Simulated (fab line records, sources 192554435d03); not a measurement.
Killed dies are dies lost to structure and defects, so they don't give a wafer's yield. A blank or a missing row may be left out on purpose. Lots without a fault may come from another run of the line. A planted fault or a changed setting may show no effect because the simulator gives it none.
Chamber matching | flow n5_finfet | N5_BEOL_M9_ETCH_65 on rie_diel-06: 4 sister chambers
The step etches SiARC in CF4, target depth 15.6 nm, time 26 s. 8 wafers are shown with their chamber, then 9 later ones without.

WAFERS WITH THEIR CHAMBER
wafer  | chamber | throttle_valve_pct (%) | showerhead_plenum_p_Torr (Torr)
L085.2 | 3       | 15.86                  | 2.22
L085.6 | 1       | 15.40                  | 2.05
L087.2 | 0       | 15.44                  | 2.18
L087.3 | 2       | 15.49                  | 2.29
L087.4 | 3       | 15.88                  | 2.21
L092.1 | 0       | 15.44                  | 2.18
L092.2 | 1       | 15.45                  | 2.04
L092.3 | 2       | 15.52                  | 2.29

WAFERS WITHOUT THEIR CHAMBER
wafer  | throttle_valve_pct (%) | showerhead_plenum_p_Torr (Torr)
L094.2 | 15.46                  | 2.17
L094.3 | 15.45                  | 2.04
L094.4 | 15.47                  | 2.17
L093.1 | 15.91                  | 2.21
L093.2 | 15.46                  | 2.04
L093.4 | 15.92                  | 2.21
L095.3 | 15.44                  | 2.04
L095.4 | 15.52                  | 2.29
L095.5 | 15.54                  | 2.29

WHICH CHAMBER EACH WENT THROUGH
wafer  | from the rows above | in truth
L094.2 | 0                   | 0
L094.3 | 1                   | 1
L094.4 | 0                   | 0
L093.1 | 3                   | 3
L093.2 | 1                   | 1
L093.4 | 3                   | 3
L095.3 | 1                   | 1
L095.4 | 2                   | 2
L095.5 | 2                   | 2
Placed correctly: 9 of 9. Can't be placed from these rows: 0. Placed wrongly: 0.
How it was worked out, from the rows above alone: a wafer's distance from a chamber is the root of the sum, over the readings, of the square of ((its reading less the chamber's mean) divided by the reading's scatter). The wafer belongs to the nearest chamber; if the next one is less than 2 further off, it can't be placed. A chamber's mean is the mean of its shown wafers. The scatter: the root of (the sum of the squares of (reading less its chamber's mean) over the shown wafers, divided by (wafers less chambers)).
